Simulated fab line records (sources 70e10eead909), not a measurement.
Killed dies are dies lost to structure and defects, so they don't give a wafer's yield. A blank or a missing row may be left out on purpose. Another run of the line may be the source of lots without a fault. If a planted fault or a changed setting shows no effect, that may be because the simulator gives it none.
A struck lot beside a sound one / flow nand-harc / 14 steps out of a route of 1159
Sound: these wafers, L579.2, L579.3, L579.4. Struck: wafer L590.5. (L590.6 of the same lot was not struck and is left out.) The cause comes at the end.
Order at every step that has rows: each side's tool, ch and its chambers, its first start. Under that, the readings that differ: sound wafers / struck wafers / difference of the means / sigmas: that difference in standard deviations of wafers without a fault.
alike: readings whose means differ by less than 2 such deviations, and words and numbers that are the same on both sides. not compared: withheld readings, readings that some wafer has no value for, bounds like >300 that may hide the same value, and numbers for which the record gives no deviation and whose values overlap.
A row with sigmas, a row that says differs or no value, or rows on one side alone: a step with any of these is where the two part. When numbers do not overlap yet have no deviation, they are printed without sigmas and do not part them. A reading missing from all wafers of one side parts the sides only when that side holds two or more wafers.

first, 2 steps without rows for these wafers: NHARC_A_WL_FILL_ALD_10 (deposits SiO2, target thk 50 nm, pulse time 10 s, ald cycles 500); NHARC_A_WL_FILL_ETCHBACK_16 (etches the open film in C4F8/O2/Ar, target depth 88 nm, time 17.6 s).
NHARC_A_WL_FILL_STRIP_29: strips in O2, time 20 s.
  sound on rie-diel-04 ch 0,1,3, day 16 07:46; struck on rie-diel-04 ch 0, day 19 04:31
  alike: drypump-motor-current-A, mfc-ar-sccm, oes-product-au, rf-vpp-V, showerhead-plenum-p-Torr, throttle-valve-pct
  not compared: rf-hours-counter-h
NHARC_A_WL_FILL_ETCHBACK_17: etches the open film in Cl2/BCl3, target depth 4 nm, time 26.7 s.
  sound on rie-metal-02 ch 0,1, day 16 07:52; struck on rie-metal-03 ch 0, day 19 04:40
  alike: drypump-motor-current-A, oes-product-au
  not compared: rf-hours-counter-h
then, 3 steps without rows for these wafers: NHARC_A_WL_FILL_PRECLEAN_18 (cleans in dHF, time 30 s); NHARC_A_WL_FILL_SRD_21; NHARC_A_WL_FILL_CVD_23 (deposits poly-Si, target thk 40 nm, time 800 s).
NHARC_A_WL_FILL_ETCHBACK_26: etches the open film in HBr, target depth 52 nm, time 13.3 s.
  sound on rie-si-01 ch 1,2,3, day 16 13:12; struck on rie-si-01 ch 3, day 19 09:56
  alike: drypump-motor-current-A, oes-product-au, rf-fwd-power-W, throttle-valve-pct
  not compared: rf-hours-counter-h
then, 2 steps without rows for these wafers: NHARC_A_WL_FILL_PRECLEAN_30 (cleans in dHF, time 10 s); NHARC_A_WL_FILL_SRD_14.
NHARC_A_WL_FILL_ALD_19: deposits TiN, target thk 2 nm, pulse time 3 s, ald cycles 100.
  sound on ald-metal-03 ch 1,2,3, day 16 13:28; struck on ald-metal-04 ch 2, day 19 10:14
reading=precursor-pulse-height-rel; sound=1.005 1.010 1.023; struck=0.972; difference=-0.041; sigmas=-2
  alike: heater-power-w
NHARC_A_WL_FILL_CVD_20: deposits W, target thk 75 nm, time 5064 s.
  sound: cvd-w-01 ch 0,1; struck: cvd-w-01 ch 0
  alike: heater-power-w, mfc-ar-sccm, throttle-valve-pct
NHARC_A_WL_FILL_CMP_12: polishes, t overpolish 30 s, target thk 75 nm.
  sound on cmp-02 ch 1,2,3, day 16 19:49; struck on cmp-02 ch 1, day 19 15:31
reading=overpolish-run-s (s); sound=30.009 29.990 30.005; struck=29.979; difference=-0.022; sigmas=-3
reading=time-to-endpoint-s (s); sound=14.4 15.4 17.1; struck=5.1; difference=-10.5; sigmas=-4
  alike: motor-current-A
NHARC_END_SORT_01:
  the record has rows for the sound wafers here (prober-01 ch 0, day 20 19:24) and none for the struck ones

WHERE THEY PART
First at NHARC_A_WL_FILL_ALD_19; last, within this record, at NHARC_END_SORT_01.

WHY: the cause the simulator had injected
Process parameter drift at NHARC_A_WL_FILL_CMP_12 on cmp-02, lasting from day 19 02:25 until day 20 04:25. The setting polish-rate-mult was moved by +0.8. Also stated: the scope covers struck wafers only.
